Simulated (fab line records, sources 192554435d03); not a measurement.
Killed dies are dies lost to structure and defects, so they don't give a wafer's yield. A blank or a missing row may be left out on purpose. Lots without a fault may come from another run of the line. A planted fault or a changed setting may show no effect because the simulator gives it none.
Which tool did it? | flow n5_finfet | 14 lots, 42 wafers sampled, at 3 steps of a route of 1938

WHAT THE GAUGES READ, wafer by wafer
The record holds no reading of a measuring or inspecting step that can be judged against a usual standard deviation.

WHICH TOOL RAN EACH LOT (tool, then ch and the chambers of the sampled wafers, then the start)
lot  | N5_BEOL_M8_CVD_78                | N5_PASSIVATION_PRE_CLEAN_19  | N5_PASSIVATION_PROBE_49
L738 | cvd_co-01 ch 1,2, day 10 04:25   | pvd_sputter-03, day 12 15:08 | -
L739 | cvd_co-01 ch 1,2, day 10 10:51   | pvd_sputter-02, day 13 02:01 | -
L740 | cvd_co-01 ch 0,1,2, day 10 14:20 | pvd_sputter-02, day 13 05:03 | -
L743 | cvd_co-01 ch 0,1,2, day 11 04:09 | pvd_sputter-01, day 13 12:45 | -
L744 | cvd_co-01 ch 1,2, day 11 08:56   | pvd_sputter-01, day 13 16:49 | -
L745 | cvd_co-02 ch 0,1,2, day 11 19:10 | pvd_sputter-03, day 14 06:56 | -
L746 | cvd_co-01 ch 0,1,2, day 11 23:19 | pvd_sputter-02, day 14 10:50 | -
L747 | cvd_co-02 ch 0,1,2, day 12 05:07 | pvd_sputter-02, day 14 14:27 | -
L748 | cvd_co-02 ch 0,1, day 12 15:55   | pvd_sputter-03, day 15 12:59 | -
L750 | cvd_co-01 ch 0,1,2, day 12 22:10 | pvd_sputter-01, day 15 22:49 | -
L752 | cvd_co-02 ch 0,2, day 13 11:36   | pvd_sputter-03, day 16 06:26 | -
L754 | cvd_co-01 ch 0,2, day 14 04:53   | pvd_sputter-03, day 16 15:16 | prober-01, day 16 20:52
L755 | cvd_co-01 ch 0,1,2, day 14 13:26 | pvd_sputter-03, day 17 01:56 | prober-01, day 17 08:04
L757 | cvd_co-01 ch 0,1,2, day 15 02:34 | pvd_sputter-03, day 17 15:23 | prober-02, day 17 21:13
- N5_BEOL_M8_CVD_78: deposits Co from CCTBA/H2, target thk 2 nm, time 142.3 s.
- N5_PASSIVATION_PRE_CLEAN_19
- N5_PASSIVATION_PROBE_49

WHAT THE TOOLS THEMSELVES READ (means of the sampled wafers that have a number; where no wafer has one, the mark that the record gives instead)
N5_BEOL_M8_CVD_78.
lot  | tool      | chamber_pressure_Torr (Torr)
L738 | cvd_co-01 | 30.01
L739 | cvd_co-01 | 30.05
L740 | cvd_co-01 | 30.04
L743 | cvd_co-01 | 30.02
L744 | cvd_co-01 | 30.04
L745 | cvd_co-02 | 29.94
L746 | cvd_co-01 | 30.06
L747 | cvd_co-02 | 30.02
L748 | cvd_co-02 | 29.93
L750 | cvd_co-01 | 30.07
L752 | cvd_co-02 | 29.99
L754 | cvd_co-01 | 29.98
L755 | cvd_co-01 | 30.03
L757 | cvd_co-01 | 30.02

N5_PASSIVATION_PRE_CLEAN_19.
lot  | tool           | heater_power_w (W)
L738 | pvd_sputter-03 | 499
L739 | pvd_sputter-02 | 406
L740 | pvd_sputter-02 | 400
L743 | pvd_sputter-01 | 494
L744 | pvd_sputter-01 | 438
L745 | pvd_sputter-03 | 433
L746 | pvd_sputter-02 | 427
L747 | pvd_sputter-02 | 434
L748 | pvd_sputter-03 | 450
L750 | pvd_sputter-01 | 469
L752 | pvd_sputter-03 | 441
L754 | pvd_sputter-03 | 452
L755 | pvd_sputter-03 | 474
L757 | pvd_sputter-03 | 489

N5_PASSIVATION_PROBE_49.
lot  | tool      | defect_limited_yield (%) | killed_at_M0_to_M3 | killed_at_M4_up | killed_at_contacts | killed_at_front_end | killed_at_other | killed_dies | killed_on_rim | killed_open | killed_short | sort_bin_4_leakage (%) | sort_bin_5_function (%) | sort_bin_6_memory (%) | sort_n_pass | sort_yield_pct (%)
L754 | prober-01 | 83.3                     | 27                 | 127             | 9                  | 26                  | 6.7             | 197         | 25            | 55          | 25           | 0.1                    | 10.1                    | 3.7                   | 982         | 83.2
L755 | prober-01 | 81.5                     | 28                 | 120             | 15                 | 49                  | 6.0             | 218         | 25            | 74          | 34           | 0.0                    | 10.8                    | 4.6                   | 962         | 81.5
L757 | prober-02 | 82.6                     | 27                 | 119             | 21                 | 37                  | 1.3             | 205         | 25            | 67          | 26           | 0.0                    | 10.0                    | 4.0                   | 975         | 82.6

THE ANSWER, worked out from the rows above alone
Rule: what is usual is taken from the lots themselves. Put in order of their means at a reading, lots are off if they are a third of the lots or fewer, leave a main group of 4 or more, and stand apart from it by a gap of 3 or more times the standard deviation of the main group's means; of several such gaps the widest counts. A main group whose means are all the same, to the digits that the tables above print for the reading, isn't used. A lot without any number at a reading at which 4 lots or more have one is off too. The other lots that the step has rows for count as sound. The gauges are gone through in route order, then the tools' own readings, and for those a lot's mean is taken as printed above. The first step at which some lot is off is used, and at that step the reading that is off furthest; a lot without a number counts as furthest.
No lot is off at any reading shown: from this, nothing can be told.

WHAT THE SIMULATOR HAD PUT IN
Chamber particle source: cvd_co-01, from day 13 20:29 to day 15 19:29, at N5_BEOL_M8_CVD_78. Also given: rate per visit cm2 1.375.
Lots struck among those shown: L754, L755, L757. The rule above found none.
